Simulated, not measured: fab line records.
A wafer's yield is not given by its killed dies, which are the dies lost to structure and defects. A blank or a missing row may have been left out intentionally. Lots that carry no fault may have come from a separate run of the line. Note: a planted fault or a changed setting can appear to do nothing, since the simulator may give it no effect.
What tool caused it?    flow n5-finfet    8 lots with 23 wafers sampled at 7 steps, on a route of 1938 steps

WHAT THE GAUGES READ, wafer by wafer
N5_BEOL_M4_RC_MEAS_101. Usual: DIBL_N 36.5 mV/V, standard deviation 1.9; DIBL_P 36.7 mV/V, standard deviation 2.1; IOFF_N 0.17 nA/um, standard deviation 0.035; IOFF_P 0.22 nA/um, standard deviation 0.042; ION_N 676 uA/um, standard deviation 10; ION_P 462 uA/um, standard deviation 8.1; SS_N 71.5 mV/dec, standard deviation 0.72; SS_P 73.4 mV/dec, standard deviation 0.7; VT_N 249 mV, standard deviation 3.1; VT_P -250 mV, standard deviation 3.9.
lot   measured      on         DIBL_N (mV/V)   DIBL_P (mV/V)   IOFF_N (nA/um)  IOFF_P (nA/um)  ION_N (uA/um)  ION_P (uA/um)  SS_N (mV/dec)   SS_P (mV/dec)   VT_N (mV)    VT_P (mV)       flag
L224  day 8 10:17   prober-01  36.3 37.0 40.5  35.7 36.7 41.0  0.14 0.15 0.23  0.21 0.22 0.31  661 686 699    463 474 475    71.8 72.2 72.5  73.8 73.3 74.9  254 251 247  -250 -247 -246  
L222  day 8 12:59   prober-02  38.3 38.4 36.6  40.1 40.2 36.9  0.21 0.22 0.18  0.31 0.31 0.25  678 695 681    466 481 471    72.6 71.9 72.8  74.4 74.1 73.3  250 245 249  -246 -244 -246  
L223  day 8 13:00   prober-01  35.3 35.1 35.1  36.5 36.3 36.6  0.14 0.14 0.15  0.18 0.17 0.18  674 673 679    456 456 458    71.3 72.2 71.7  74.1 72.9 73.7  251 249 249  -257 -256 -257  
L233  day 11 18:58  prober-01  38.2 37.7 40.6  37.8 37.3 40.3  0.21 0.21 0.29  0.24 0.22 0.29  696 678 693    466 458 461    72.2 72.4 73.2  73.7 73.5 75.0  245 247 242  -250 -251 -248  
L238  day 12 16:10  prober-02  37.1 35.9       37.9 35.3       0.20 0.16       0.31 0.25       698 681        489 477        71.0 70.9       74.6 74.0       245 250      -242 -244       
L240  day 13 10:12  prober-01  34.7 34.3 37.2  37.2 35.7 39.5  0.13 0.13 0.18  0.22 0.21 0.26  663 666 687    463 461 471    71.5 70.9 72.2  73.4 73.4 73.7  254 254 249  -249 -249 -247  
L243  day 14 12:44  prober-02  36.1 35.7 38.8  34.6 35.6 38.9  0.13 0.14 0.19  0.18 0.19 0.25  657 662 676    454 455 463    71.0 71.3 71.8  72.7 73.0 73.1  252 252 246  -253 -253 -247  
L244  day 15 12:26  prober-01  35.8 37.7 35.5  36.4 38.7 36.3  0.18 0.19 0.16  0.24 0.26 0.23  683 674 682    470 460 472    71.4 72.8 71.3  73.4 73.5 73.2  247 246 249  -247 -248 -247  

N5_BEOL_M9_OCD_MEAS_38. Usual: trench-depth-nm 151.3 nm, standard deviation 2.9.
lot   measured      on      trench-depth-nm (nm)  flag
L224  day 10 13:16  ocd-01  154.0 151.7 151.4     
L222  day 11 00:02  ocd-01  154.9 152.6 155.2     
L223  day 10 10:18  ocd-01  155.5 152.4 152.7     
L233  day 13 22:05  ocd-02  - 150.4 -             
L238  day 14 11:38  ocd-02  - 147.1               
L240  day 15 11:54  ocd-02  158.4 146.9 152.3     
L243  day 16 05:21  ocd-01  149.4 149.9 150.1     
L244  day 17 01:30  ocd-01  147.4 147.5 150.2     

N5_BEOL_M9_CD_MEAS_35: target cd 70 nm, target cd y 40 nm. Usual: cd-nm 70.2 nm, standard deviation 0.69.
lot   measured      on         cd-nm (nm)      flag
L224  day 10 13:25  cd-sem-01  70.8 70.5 71.1  
L222  day 11 00:11  cd-sem-03  70.0 70.1 70.4  
L223  day 10 10:28  cd-sem-02  70.4 69.4 69.5  
L233  day 13 22:14  cd-sem-01  - 70.5 -        
L238  day 14 11:47  cd-sem-02  - 70.2          
L240  day 15 12:03  cd-sem-02  70.4 70.1 70.6  
L243  day 16 05:30  cd-sem-03  68.9 69.8 69.3  
L244  day 17 01:40  cd-sem-02  69.6 70.0 69.9  

WHAT TOOL EACH LOT RAN ON (gives the tool, then ch and the chambers of the sampled wafers, and finally the start)
lot   N5_BEOL_M9_HM_DEP_02          N5_BEOL_M9_ETCH_61                  N5_BEOL_M9_DESCUM_33                N5_BEOL_M9_VIA_ETCH_34
L224  pvd-sputter-02, day 10 09:57  rie-diel-05 ch 0,1,2, day 10 11:07  rie-diel-05 ch 0,1,3, day 10 12:49  rie-diel-05 ch 0,1,3, day 10 12:59
L222  pvd-sputter-02, day 10 22:00  rie-diel-04 ch 1,2, day 10 22:37    rie-diel-05 ch 0,2, day 10 23:34    rie-diel-05 ch 0,2, day 10 23:45
L223  pvd-sputter-03, day 10 08:05  rie-diel-03 ch 1,3, day 10 08:43    rie-diel-05 ch 0,1, day 10 09:51    rie-diel-05 ch 0,1, day 10 10:02
L233  pvd-sputter-02, day 13 19:23  rie-diel-05 ch 0,3, day 13 19:59    rie-diel-05 ch 0,1,2, day 13 21:38  rie-diel-05 ch 0,1,2, day 13 21:49
L238  pvd-sputter-02, day 14 07:38  rie-diel-03 ch 0,1, day 14 08:14    rie-diel-04 ch 1,2, day 14 11:11    rie-diel-04 ch 1,2, day 14 11:23
L240  pvd-sputter-03, day 15 08:16  rie-diel-05 ch 0,1,2, day 15 08:53  rie-diel-03 ch 1,2,3, day 15 11:26  rie-diel-03 ch 1,2,3, day 15 11:37
L243  pvd-sputter-03, day 16 02:26  rie-diel-04 ch 0,2, day 16 03:11    rie-diel-04 ch 0,3, day 16 04:53    rie-diel-04 ch 0,3, day 16 05:04
L244  pvd-sputter-01, day 16 22:12  rie-diel-04 ch 1,3, day 16 22:49    rie-diel-04 ch 0,1, day 17 01:02    rie-diel-04 ch 0,1, day 17 01:13
- N5_BEOL_M9_HM_DEP_02: deposits TiN, target thk 20 nm.
- N5_BEOL_M9_ETCH_61: etches SiARC in CF4, target depth 39 nm, time 65 s.
- N5_BEOL_M9_DESCUM_33: chemistry O2, time 7 s.
- N5_BEOL_M9_VIA_ETCH_34: etches SiCOH lowk in C4F6/O2, target depth 182.4 nm, time 68.4 s.

AS READ BY THE TOOLS THEMSELVES (means over the sampled wafers that have a number; for cases with no such wafer, the mark the record gives instead)
N5_BEOL_M9_HM_DEP_02. Usual: throttle-valve-pct 29.8 %, standard deviation 1.1.
lot   tool            throttle-valve-pct (%)  flag
L224  pvd-sputter-02  29.4                    
L222  pvd-sputter-02  30.8                    
L223  pvd-sputter-03  30.1                    
L233  pvd-sputter-02  30.5                    
L238  pvd-sputter-02  29.5                    
L240  pvd-sputter-03  29.8                    
L243  pvd-sputter-03  29.7                    
L244  pvd-sputter-01  29.1                    

N5_BEOL_M9_ETCH_61. Usual: drypump-motor-current-A 5.5 A, standard deviation 0.52; etch-rf-on-time-s 65.0 s, standard deviation 1.3; oes-product-au 0.66 a.u., standard deviation 0.071; rf-vpp-V 184.2 V, standard deviation 1.2; showerhead-plenum-p-Torr 2.15 Torr, standard deviation 0.079; throttle-valve-pct 15.73 %, standard deviation 0.22.
lot   tool         drypump-motor-current-A (A)  etch-rf-on-time-s (s)  oes-product-au (a.u.)  rf-vpp-V (V)  showerhead-plenum-p-Torr (Torr)  throttle-valve-pct (%)  flag
L224  rie-diel-05  5.5                          64.3                   0.73                   185.5         2.27                             15.68                   
L222  rie-diel-04  5.0                          64.6                   0.62                   183.3         2.11                             15.85                   
L223  rie-diel-03  6.2                          64.8                   0.73                   183.9         2.12                             15.76                   
L233  rie-diel-05  5.9                          65.1                   0.69                   184.5         2.20                             15.53                   
L238  rie-diel-03  5.5                          65.8                   0.60                   184.1         2.08                             15.93                   
L240  rie-diel-05  5.5                          64.6                   0.70                   185.0         2.25                             15.74                   
L243  rie-diel-04  5.2                          64.3                   0.59                   182.5         2.06                             15.73                   
L244  rie-diel-04  4.9                          66.5                   0.60                   185.1         2.20                             15.93                   

N5_BEOL_M9_DESCUM_33. Usual: drypump-motor-current-A 5.5 A, standard deviation 0.5; oes-product-au 0.79 a.u., standard deviation 0.084; rf-vpp-V 243.6 V, standard deviation 1.5; showerhead-plenum-p-Torr 2.12 Torr, standard deviation 0.081; throttle-valve-pct 20.53 %, standard deviation 0.21.
lot   tool         drypump-motor-current-A (A)  oes-product-au (a.u.)  rf-vpp-V (V)  showerhead-plenum-p-Torr (Torr)  throttle-valve-pct (%)  flag
L224  rie-diel-05  5.8                          0.84                   243.8         2.17                             20.45                   
L222  rie-diel-05  5.3                          0.88                   245.0         2.23                             20.53                   
L223  rie-diel-05  5.7                          0.82                   244.9         2.23                             20.53                   
L233  rie-diel-05  5.5                          0.82                   245.6         2.22                             20.59                   
L238  rie-diel-04  5.0                          0.70                   243.0         2.05                             20.62                   
L240  rie-diel-03  6.1                          0.81                   243.8         2.09                             20.52                   
L243  rie-diel-04  5.0                          0.71                   244.2         2.11                             20.46                   
L244  rie-diel-04  5.0                          0.70                   243.2         2.11                             20.62                   

N5_BEOL_M9_VIA_ETCH_34. Usual: drypump-motor-current-A 5.5 A, standard deviation 0.5; oes_f_703_au 0.78 a.u., standard deviation 0.08; oes-product-au 0.78 a.u., standard deviation 0.086; rf-vpp-V 669 V, standard deviation 10; showerhead-plenum-p-Torr 2.87 Torr, standard deviation 0.1; throttle-valve-pct 20.98 %, standard deviation 0.27.
lot   tool         drypump-motor-current-A (A)  oes_f_703_au (a.u.)  oes-product-au (a.u.)  rf-vpp-V (V)  showerhead-plenum-p-Torr (Torr)  throttle-valve-pct (%)  flag
L224  rie-diel-05  5.8                          0.83                 0.84                   665           2.92                             20.82                   
L222  rie-diel-05  5.3                          0.87                 0.88                   670           3.00                             20.91                   
L223  rie-diel-05  5.7                          0.83                 0.83                   661           2.99                             20.87                   
L233  rie-diel-05  5.5                          0.83                 0.47                   668           2.99                             20.88                   OFF
L238  rie-diel-04  5.0                          0.69                 0.48                   662           2.83                             21.13                   OFF
L240  rie-diel-03  6.2                          0.81                 0.81                   665           2.84                             20.99                   
L243  rie-diel-04  5.1                          0.68                 0.70                   678           2.88                             20.94                   
L244  rie-diel-04  5.0                          0.69                 0.69                   675           2.90                             21.20                   

THE ANSWER, worked out from the rows above alone
Rule: take the mean of a lot's wafers that have a number; if it is more than 3 standard deviations from the usual mean, the lot is off. Also off: a lot with no number at a reading for which 4 or more lots have one. Where the step has rows for the other lots, those lots are counted as sound. The gauges are gone through in route order, then the tools' own readings, and for those a lot's mean is taken as printed above. At the first step where some lot is off, the reading lying furthest off is the one used; lots without a number count as furthest.
Off at N5_BEOL_M9_VIA_ETCH_34 (oes-product-au): L233, L238.
A tool fits if, at that step or a process step before it, it ran every lot that is off, and no sound lot after the first of them. One fits: N5_BEOL_M9_HM_DEP_02 on pvd-sputter-02. A fault onset in the window from L222 (day 10 22:00, its last sound lot) to L233 (day 13 19:23, its first lot off) fits.

WHAT THE SIMULATOR HAD PUT IN
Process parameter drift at N5_BEOL_M9_HM_DEP_02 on pvd-sputter-02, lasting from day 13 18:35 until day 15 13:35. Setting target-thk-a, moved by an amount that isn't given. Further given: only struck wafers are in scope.
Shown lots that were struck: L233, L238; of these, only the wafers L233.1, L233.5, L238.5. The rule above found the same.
